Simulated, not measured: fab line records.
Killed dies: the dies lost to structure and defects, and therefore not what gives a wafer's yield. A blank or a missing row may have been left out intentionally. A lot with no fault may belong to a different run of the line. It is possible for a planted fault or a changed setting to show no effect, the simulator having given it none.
Problem report, 8D (eight disciplines) form, completed by code | flow n5_finfet | the parts of the form that need people (team, actions taken, sign-off) are left out

== 1. THE ISSUE ==
Across 3 wafers from 2 lots, M15_ILD_THK at N5_BEOL_M15_THK_MEAS_01 averages 1784 nm, while fault-free wafers read 1629 nm with a standard deviation of 20. That puts it +7.8 standard deviations away from the usual mean.
First observed at day 13 08:19: wafer L724.2, on film_metro-01. The record has a number at this step for 33 wafers belonging to 11 lots. By rule, "out" or "out of limits" means more than 4 standard deviations away from the usual mean. The other wafers with a number count as sound.

== 2. WHAT IT IS AND WHAT IT IS NOT ==
question                    | is                           | is not
which readings at this step | M15_ILD_THK                  | -
which lots                  | L724, L726                   | L716, L717, L718, L719, L728, L729, L731, L736, L738
which wafers of those lots  | L724.2, L724.6, L726.2       | L724.1, L726.1, L726.4
read on which gauges        | film_metro-01, film_metro-02 | -
when                        | from day 13 08:19            | up to then (13 sound wafers); but 17 sound wafers of L726, L728, L729, L731, L736, L738 came after

== 3. THE SUSPECTS, EACH WITH WHAT RULES IT OUT ==
Counting: a tool at a process step up to the reading stays a suspect if it ran every lot that is out. Sound lots after the first of them don't rule it out here, since some wafers of a struck lot are sound.
- ruled out: the gauge at N5_BEOL_M15_THK_MEAS_01. 2 gauges (film_metro-01, film_metro-02) read the wafers that are out.
- pecvd-04 at N5_BEOL_M15_ILD_DEP_00 (deposits SiO2 from TEOS/O2, target thk 1629.3 nm, time 346.1 s): kept. It ran every lot that is out, first L724 (day 13 08:04); its last sound lot up to then is L717 (day 11 22:29). On those wafers its own readings are out: run_length_s.
Remaining after the count: pecvd-04 at N5_BEOL_M15_ILD_DEP_00.

== 4. THE CAUSE (what the simulator had put in) ==
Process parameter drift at N5_BEOL_M15_ILD_DEP_00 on pecvd-04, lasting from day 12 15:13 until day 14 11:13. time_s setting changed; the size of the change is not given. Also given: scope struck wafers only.
After counting, this tool was the only one left.

== 5. THE CHAIN OF EFFECTS, in route order ==
Rows list readings where the struck wafers' mean (over those with a number) sits beyond 3 standard deviations from the usual. Scope: only readings with a usual standard deviation given in the record; hours: median across lots of the time from each lot's start at the first step in this table that gives one to its start at this step; sigmas: change in usual standard deviations.
hours | step                    | reading      | usual   | on struck wafers | change | sigmas
0     | N5_BEOL_M15_ILD_DEP_00  | run_length_s | 388.9 s | 423.5            | +34.6  | +54
0     | N5_BEOL_M15_THK_MEAS_01 | M15_ILD_THK  | 1629 nm | 1784             | +155   | +7.8
The process steps in it:
- N5_BEOL_M15_ILD_DEP_00: deposits SiO2 from TEOS/O2, target thk 1629.3 nm, time 346.1 s.

== 6. HOW IT WOULD HAVE BEEN CAUGHT EARLIER ==
17 hours passed between the start of the fault at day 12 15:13 and the first reading out of limits at a measuring or inspecting step in this record, taken at day 13 08:19.
At N5_BEOL_M15_ILD_DEP_00, the tool's own readings (run_length_s) were out on each struck wafer the step has a row for, so an alarm limit on them would have fired on the first such wafer.
Among the 2 lots that are out, L726 began N5_BEOL_M15_ILD_DEP_00 on pecvd-04 after day 13 08:19. A hold on the tool at that time would have spared it.
